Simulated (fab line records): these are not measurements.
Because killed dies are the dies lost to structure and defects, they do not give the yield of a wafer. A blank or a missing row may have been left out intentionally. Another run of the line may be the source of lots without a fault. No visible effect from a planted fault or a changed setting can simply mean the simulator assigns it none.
The same fault as seen by 2 desks | flow n5_finfet | what lay behind the numbers comes last; until then each desk has only its own

== THE METROLOGY DESK ==
What the gauges read, lot by lot, whatever tool the lot ran on: means of the sampled wafers that have a number. Marked OUT: a lot whose mean sits more than 4 standard deviations from the usual mean, which makes it out of limits; the brackets give that distance. Readings shown: 7 out of 25 (the first out of limits, and those lying furthest out on some lot).
Columns: A = cd_nm at N5_BEOL_M8_CD_MEAS_11, usual 38.6 nm; B = cd_nm at N5_BEOL_M8_CD_MEAS_18, usual 40.1 nm; C = COMB_M10 at N5_BEOL_M15_RC_MEAS_101, usual 1.5e-11 S/m; D = COMB_M14 at N5_BEOL_M15_RC_MEAS_101, usual 4e-12 S/m; E = COMB_M15 at N5_BEOL_M15_RC_MEAS_101, usual 2.9e-12 S/m; F = SERP_M8 at N5_BEOL_M15_RC_MEAS_101, usual 13.7 ohm/um; G = SERP_M8_max_site at N5_BEOL_M15_RC_MEAS_101, usual 14.2 ohm/um
lot  | first seen here | A               | B               | C       | D     | E       | F               | G
L944 | day 10 11:53    | 38.9            | 40.5            | 1.7e-11 | 5e-12 | 3.5e-12 | 13.6            | 14.3
L946 | day 10 16:18    | 39.0            | 40.1            | 1.3e-11 | 4e-12 | 3.7e-12 | 13.0            | 13.6
L951 | day 12 09:10    | 42.7 (+8.7) OUT | 44.1 (+7.6) OUT | 1.6e-11 | 5e-12 | 3.1e-12 | 11.9            | 12.3
L953 | day 12 14:01    | 42.0 (+7.2) OUT | 43.6 (+6.7) OUT | 1.3e-11 | 3e-12 | 1.6e-12 | 11.4 (-4.2) OUT | 12.2
L952 | day 12 14:26    | 39.0            | 40.1            | 1.7e-11 | 5e-12 | 3.7e-12 | 13.5            | 13.9
L960 | day 14 05:33    | 38.3            | 39.8            | 1.4e-11 | 4e-12 | 3.1e-12 | 13.8            | 14.5
L962 | day 15 02:20    | 38.7            | 40.2            | 2.0e-11 | 5e-12 | 3.5e-12 | 13.7            | 14.5
This desk finds L951, L953 out of limits, L951 being first, at day 12 09:10 (cd_nm at N5_BEOL_M8_CD_MEAS_11). L944, L946, L952, L960, L962: within limits.

== TOOL OWNER'S DESK, arfi_scanner-01 ==
The tool's own readings at N5_BEOL_M8_EXPOSE_08 (exposes mask M8): means of the sampled wafers that have a number, for each lot that ran on this tool. Marked OUT: a lot whose mean sits more than 4 standard deviations from the usual mean, which makes it out of limits; the brackets give that distance.
Columns: A = exposure_dose_mJ_cm2 at N5_BEOL_M8_EXPOSE_08, usual 68.35
lot  | first seen here | A
L944 | day 10 11:46    | 68.19
L946 | day 10 16:11    | 68.29
L951 | day 12 09:02    | 74.08 (+22) OUT
L953 | day 12 13:54    | 72.98 (+18) OUT
This desk finds L951, L953 out of limits, L951 being first, at day 12 09:02 (exposure_dose_mJ_cm2 at N5_BEOL_M8_EXPOSE_08). L944, L946: within limits.

== ALL TOGETHER ==
On L951, L953, at day 12 09:02, an alarm was possible from the tool owner's desk.
On L951, L953, the metrology desk was in a position to raise an alarm at day 12 09:10.
Every lot named ran N5_BEOL_M8_EXPOSE_08 on arfi_scanner-01.

== WHAT HAD BEEN PUT IN BY THE SIMULATOR ==
Process parameter drift: arfi_scanner-01, from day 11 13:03 on, at N5_BEOL_M8_EXPOSE_08. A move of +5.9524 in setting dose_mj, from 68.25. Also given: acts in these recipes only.
Lots struck among those shown: L951, L953.
Time in hours from fault onset to the first out-of-limits reading at each desk: tool owner's desk 20, metrology desk 20.
